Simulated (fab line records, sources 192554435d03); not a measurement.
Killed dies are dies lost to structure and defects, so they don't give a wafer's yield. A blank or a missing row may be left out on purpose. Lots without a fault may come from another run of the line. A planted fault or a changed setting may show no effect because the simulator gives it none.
Which tool did it? | flow n5_finfet | 10 lots, 29 wafers sampled, at 7 steps of a route of 1938

WHAT THE GAUGES READ, wafer by wafer
N5_ZERO_LAYER_INSPECT_20: inspects for defects (darkfield). Usual: raw_defect_count 33, standard deviation 16.
lot  | measured    | on                | raw_defect_count | flag
L208 | day 1 13:25 | defect_inspect-02 | 45 50            |
L209 | day 1 19:15 | defect_inspect-02 | 24 20 13         |
L210 | day 2 01:17 | defect_inspect-02 | 42 52 41         |
L211 | day 2 07:24 | defect_inspect-02 | 21 19 12         |
L212 | day 2 13:46 | defect_inspect-01 | 22 26 20         |
L213 | day 2 19:23 | defect_inspect-02 | 68 54 60         |
L216 | day 3 13:21 | defect_inspect-01 | 60 37 45         |
L229 | day 6 19:22 | defect_inspect-01 | 1153 61 45       | OFF
L230 | day 7 01:23 | defect_inspect-02 | 14 14 16         |
L231 | day 7 07:41 | defect_inspect-02 | 19 37 33         |

N5_WELL_APT_CD_MEAS_08: target cd 200 nm. Usual: cd_nm 200.2 nm, standard deviation 2.1.
lot  | measured    | on        | cd_nm (nm)        | flag
L208 | day 1 13:43 | cd_sem-01 | 201.5 197.9       |
L209 | day 1 19:41 | cd_sem-01 | 195.7 198.4 198.9 |
L210 | day 2 01:35 | cd_sem-03 | 202.6 200.1 201.9 |
L211 | day 2 07:50 | cd_sem-02 | 202.1 199.9 199.1 |
L212 | day 2 14:11 | cd_sem-03 | 197.9 193.7 199.6 |
L213 | day 2 19:41 | cd_sem-01 | 197.3 197.4 198.4 |
L216 | day 3 13:40 | cd_sem-02 | 197.8 200.3 200.7 |
L229 | day 6 19:40 | cd_sem-03 | 199.8 199.0 202.6 |
L230 | day 7 01:49 | cd_sem-01 | 199.7 197.4 199.9 |
L231 | day 7 08:07 | cd_sem-03 | 201.6 200.3 204.8 |

N5_WELL_APT_INSPECT_10: inspects for defects (macro). Usual: raw_defect_count 2.0, standard deviation 1.4.
lot  | measured    | on                | raw_defect_count | flag
L208 | day 1 13:46 | defect_inspect-01 | 1 4              |
L209 | day 1 19:44 | defect_inspect-01 | 2 1 2            |
L210 | day 2 01:38 | defect_inspect-01 | 4 2 4            |
L211 | day 2 07:53 | defect_inspect-02 | 2 3 3            |
L212 | day 2 14:15 | defect_inspect-01 | 1 3 1            |
L213 | day 2 19:44 | defect_inspect-01 | 3 1 3            |
L216 | day 3 13:43 | defect_inspect-02 | 1 0 0            |
L229 | day 6 19:43 | defect_inspect-01 | >300 0 1         |
L230 | day 7 01:52 | defect_inspect-01 | 3 1 1            |
L231 | day 7 08:10 | defect_inspect-01 | 0 4 2            |

N5_PMOS_HMC_CHANNEL_EPI_OVL_MEAS_10. Usual: PMOS_HMC_BLK_OVL 0.5 nm, standard deviation 0.69.
lot  | measured    | on         | PMOS_HMC_BLK_OVL (nm) | flag
L208 | day 1 17:22 | overlay-02 | 1.8 1.2               |
L209 | day 1 23:44 | overlay-01 | 0.1 -0.4 0.1          |
L210 | day 2 05:35 | overlay-01 | 1.0 -0.3 0.2          |
L211 | day 2 11:46 | overlay-01 | 1.4 -0.2 1.5          |
L212 | day 2 17:34 | overlay-01 | -0.4 0.1 -0.8         |
L213 | day 3 00:11 | overlay-01 | -0.1 -0.1 0.5         |
L216 | day 3 17:25 | overlay-01 | 1.3 1.0 1.0           |
L229 | day 6 23:20 | overlay-02 | -0.5 -0.8 0.5         |
L230 | day 7 05:47 | overlay-01 | 2.1 1.7 1.4           |
L231 | day 7 11:34 | overlay-02 | 1.2 0.4 0.4           |

N5_BEOL_M4_RC_MEAS_101. Usual: DIBL_N 36.1 mV/V, standard deviation 2.5; DIBL_P 36 mV/V, standard deviation 3.3; IOFF_N 0.16 nA/um, standard deviation 0.046; IOFF_P 0.20 nA/um, standard deviation 0.051; ION_N 676 uA/um, standard deviation 16; ION_P 462 uA/um, standard deviation 11; SS_N 71.6 mV/dec, standard deviation 0.87; SS_P 73.2 mV/dec, standard deviation 0.86; VT_N 251 mV, standard deviation 4.4; VT_P -252 mV, standard deviation 4.6.
lot  | measured     | on        | DIBL_N (mV/V)  | DIBL_P (mV/V) | IOFF_N (nA/um) | IOFF_P (nA/um) | ION_N (uA/um) | ION_P (uA/um) | SS_N (mV/dec)  | SS_P (mV/dec)  | VT_N (mV)   | VT_P (mV)      | flag
L208 | day 9 09:12  | prober-02 | 36.6 37.9      | 37 39         | 0.17 0.20      | 0.21 0.26      | 683 692       | 459 472       | 71.8 72.5      | 73.2 74.2      | 249 248     | -250 -248      |
L209 | day 9 00:22  | prober-02 | 39.6 32.8 35.8 | 40 33 34      | 0.22 0.11 0.17 | 0.24 0.14 0.17 | 684 672 671   | 462 458 455   | 72.7 70.8 72.8 | 74.3 72.5 72.4 | 247 257 255 | -252 -255 -253 |
L210 | day 9 16:25  | prober-02 | 37.8 31.4 38.4 | 36 29 35      | 0.17 0.09 0.17 | 0.22 0.13 0.19 | 690 667 676   | 469 461 463   | 71.1 70.0 71.7 | 73.6 71.8 72.9 | 249 255 253 | -248 -257 -249 |
L211 | day 9 10:52  | prober-02 | 34.5 41.0 35.1 | 35 42 36      | 0.13 0.25 0.14 | 0.17 0.30 0.18 | 677 694 675   | 463 463 465   | 71.4 72.8 71.4 | 72.9 75.3 73.1 | 250 243 250 | -253 -249 -255 |
L212 | day 10 15:59 | prober-01 | 41.4 34.6 33.7 | 40 34 32      | 0.26 0.13 0.11 | 0.23 0.16 0.14 | 679 680 660   | 461 467 451   | 74.1 71.1 70.6 | 74.1 72.8 72.3 | 248 254 255 | -252 -253 -256 |
L213 | day 10 11:51 | prober-01 | 30.8 40.7 33.8 | 30 41 34      | 0.09 0.24 0.12 | 0.15 0.31 0.19 | 661 677 672   | 461 462 464   | 69.9 73.5 71.3 | 72.2 75.1 72.9 | 257 246 254 | -253 -247 -251 |
L216 | day 11 22:55 | prober-02 | 35.9 34.8 37.7 | 37 35 39      | 0.15 0.13 0.19 | 0.20 0.18 0.26 | 668 675 677   | 463 457 469   | 72.0 71.6 72.3 | 72.9 72.4 73.9 | 251 251 247 | -251 -252 -247 |
L229 | day 14 23:05 | prober-02 | 38.2 38.2 37.5 | 38 39 38      | 0.19 0.19 0.18 | 0.24 0.26 0.24 | 660 679 692   | 462 471 474   | 72.5 72.5 71.3 | 73.5 74.0 73.4 | 248 249 246 | -243 -247 -245 |
L230 | day 15 02:44 | prober-01 | 40.5 39.1 35.2 | 40 40 34      | 0.22 0.21 0.11 | 0.27 0.30 0.19 | 656 690 630   | 451 481 447   | 73.0 72.1 70.9 | 73.8 74.3 72.7 | 252 248 256 | -249 -245 -251 |
L231 | day 14 08:28 | prober-02 | 33.5 37.8 37.6 | 32 38 38      | 0.12 0.20 0.18 | 0.16 0.27 0.26 | 678 695 696   | 463 481 482   | 70.9 72.0 71.1 | 72.3 74.1 73.7 | 252 245 247 | -254 -243 -245 |

WHICH TOOL RAN EACH LOT (tool, then ch and the chambers of the sampled wafers, then the start)
lot  | N5_ZERO_LAYER_PRECLEAN_00          | N5_PMOS_HMC_CHANNEL_EPI_HM_DEP_34
L208 | wet_bench-01 ch 2,7, day 1 12:06   | pecvd-01 ch 1,2, day 1 17:04
L209 | wet_bench-03 ch 4,5,6, day 1 18:04 | pecvd-03 ch 1,2, day 1 23:18
L210 | wet_bench-01 ch 0,4,5, day 2 00:04 | pecvd-02 ch 1,2, day 2 05:10
L211 | wet_bench-02 ch 1,3,6, day 2 06:04 | pecvd-02 ch 0,1,2, day 2 11:19
L212 | wet_bench-01 ch 4,6,7, day 2 12:04 | pecvd-02 ch 0,2, day 2 17:07
L213 | wet_bench-03 ch 4,6,7, day 2 18:04 | pecvd-02 ch 0,2, day 2 23:44
L216 | wet_bench-02 ch 0,6,7, day 3 12:04 | pecvd-01 ch 0,1,2, day 3 16:59
L229 | wet_bench-03 ch 2,4,7, day 6 18:04 | pecvd-03 ch 0,1,2, day 6 23:02
L230 | wet_bench-01 ch 1,2,6, day 7 00:04 | pecvd-03 ch 0,1,2, day 7 05:21
L231 | wet_bench-02 ch 3,4,5, day 7 06:04 | pecvd-03 ch 0,1,2, day 7 11:16
- N5_ZERO_LAYER_PRECLEAN_00: cleans in SPM, time 600 s.
- N5_PMOS_HMC_CHANNEL_EPI_HM_DEP_34: deposits SiO2 from TEOS/O2, target thk 36 nm, time 6.9 s.

WHAT THE TOOLS THEMSELVES READ (means of the sampled wafers that have a number; where no wafer has one, the mark that the record gives instead)
N5_ZERO_LAYER_PRECLEAN_00. Usual: bath_heat_duty_pct 13.2 %, standard deviation 1.2.
lot  | tool         | bath_heat_duty_pct (%) | flag
L208 | wet_bench-01 | 14.2                   |
L209 | wet_bench-03 | 12.7                   |
L210 | wet_bench-01 | 12.8                   |
L211 | wet_bench-02 | 12.2                   |
L212 | wet_bench-01 | 12.7                   |
L213 | wet_bench-03 | 12.7                   |
L216 | wet_bench-02 | 12.1                   |
L229 | wet_bench-03 | 14.2                   |
L230 | wet_bench-01 | 14.0                   |
L231 | wet_bench-02 | 14.9                   |

N5_PMOS_HMC_CHANNEL_EPI_HM_DEP_34. Usual: heater_power_w 571 W, standard deviation 100; showerhead_plenum_p_Torr 8.33 Torr, standard deviation 0.033; throttle_valve_pct 18.6 %, standard deviation 0.69.
lot  | tool     | heater_power_w (W) | showerhead_plenum_p_Torr (Torr) | throttle_valve_pct (%) | flag
L208 | pecvd-01 | 488                | 8.35                            | 18.7                   |
L209 | pecvd-03 | 698                | 8.35                            | 19.0                   |
L210 | pecvd-02 | 601                | 8.34                            | 17.7                   |
L211 | pecvd-02 | 468                | 8.33                            | 17.8                   |
L212 | pecvd-02 | 469                | 8.31                            | 17.9                   |
L213 | pecvd-02 | 524                | 8.30                            | 17.9                   |
L216 | pecvd-01 | 531                | 8.34                            | 18.3                   |
L229 | pecvd-03 | 636                | 8.32                            | 19.4                   |
L230 | pecvd-03 | 661                | 8.33                            | 19.4                   |
L231 | pecvd-03 | 670                | 8.33                            | 19.4                   |

THE ANSWER, worked out from the rows above alone
Rule: a lot is off if the mean of its wafers that have a number lies more than 3 standard deviations from the usual mean. A lot without any number at a reading at which 4 lots or more have one is off too. The other lots that the step has rows for count as sound. The gauges are gone through in route order, then the tools' own readings, and for those a lot's mean is taken as printed above. The first step at which some lot is off is used, and at that step the reading that is off furthest; a lot without a number counts as furthest.
Off: L229, at N5_ZERO_LAYER_INSPECT_20 (raw_defect_count).
A tool fits if, at a process step before that reading, it ran every lot that is off, and no sound lot after the first of them. The gauges at N5_ZERO_LAYER_INSPECT_20 are tried like those tools. Can't be told from this: 2 tools fit, wet_bench-03 at N5_ZERO_LAYER_PRECLEAN_00, defect_inspect-01 at N5_ZERO_LAYER_INSPECT_20.

WHAT THE SIMULATOR HAD PUT IN
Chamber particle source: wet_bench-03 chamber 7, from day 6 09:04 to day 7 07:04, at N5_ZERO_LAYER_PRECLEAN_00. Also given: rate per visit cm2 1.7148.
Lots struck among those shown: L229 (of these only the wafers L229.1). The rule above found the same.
